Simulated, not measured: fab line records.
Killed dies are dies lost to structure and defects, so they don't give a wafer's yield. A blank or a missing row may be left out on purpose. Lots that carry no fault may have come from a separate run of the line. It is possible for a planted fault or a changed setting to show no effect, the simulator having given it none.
Chamber matching    flow n5 finfet    4 sister chambers for N5_HKMG_FIN_CMP_23 on cmp-02
The step polishes, stops on SiNx, t overpolish 10 s, target thk 46.326 nm. 20 wafers are shown with their chamber, then 10 later ones without.

EACH WAFER AND ITS CHAMBER
wafer   chamber  motor current A (A)  time to endpoint s (s)  overpolish run s (s)
L074.2  2        12.3                 11.4                    10.02
L074.3  3        10.1                 13.3                    10.01
L074.6  3        10.4                 13.1                    10.02
L075.2  2        12.2                 13.6                    10.00
L075.5  3        10.3                 13.9                    10.00
L075.6  2        11.0                 9.4                     10.00
L076.1  3        10.1                 12.5                    9.99
L076.4  1        12.5                 10.2                    10.00
L076.6  1        12.0                 10.0                    10.01
L077.2  1        12.1                 9.0                     10.01
L077.5  2        11.5                 10.8                    9.98
L077.6  1        12.0                 8.5                     10.01
L079.1  0        10.4                 10.0                    10.01
L079.2  3        10.7                 13.7                    10.00
L079.4  1        12.1                 5.9                     10.00
L082.2  2        11.5                 5.8                     10.00
L082.4  1        11.6                 4.4                     9.99
L082.6  3        10.3                 9.5                     10.01
L084.3  3        10.3                 12.0                    10.01
L084.4  0        10.3                 11.7                    10.00

SIGNATURES (means of the wafers above)
reading             chamber 0  chamber 1  chamber 2  chamber 3  scatter within a chamber
motor current A     10.350     12.050     11.700     10.314     0.34
time to endpoint s  10.850     8.000      10.200     12.571     2.18
overpolish run s    10.0050    10.0033    10.0000    10.0057    0.0105
Rule: for each reading, subtract the chamber's mean from the wafer's reading, divide by that reading's scatter and square the result; add these up over the readings and take the root, which gives the wafer's distance from the chamber. If the next closest chamber is less than 2 further off than the closest, the wafer can't be placed; otherwise it belongs to the closest. How the scatter is found: for the shown wafers, subtract from each reading the mean of its chamber, square and add these, divide the total by (wafers less chambers), then take the root.

WAFERS WITHOUT THEIR CHAMBER
wafer   motor current A (A)  time to endpoint s (s)  overpolish run s (s)
L084.5  10.1                 12.2                    9.99
L087.3  10.5                 7.4                     9.99
L087.4  10.5                 8.1                     10.00
L087.6  11.9                 9.7                     10.00
L089.1  12.3                 11.4                    9.99
L089.2  11.3                 12.1                    9.99
L089.4  10.2                 12.5                    9.99
L093.2  10.6                 8.9                     9.99
L093.5  12.2                 7.9                     10.01
L093.6  11.7                 10.9                    9.99

WHICH CHAMBER EACH WENT THROUGH
wafer   from the rows above                in truth
L084.5  can't be placed: 3 or 0            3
L087.3  can't be placed: 0 or 3 or 2       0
L087.4  can't be placed: 0 or 3            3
L087.6  can't be placed: 2 or 1            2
L089.1  can't be placed: 2 or 1            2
L089.2  can't be placed: 2 or 1 or 0 or 3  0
L089.4  can't be placed: 3 or 0            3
L093.2  can't be placed: 0 or 3 or 2       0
L093.5  can't be placed: 1 or 2            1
L093.6  can't be placed: 2 or 1            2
Placed correctly: 0 of 10. From these rows, 10 cannot be placed; in 10 the true chamber is one of the candidates. Placed wrongly: 0.
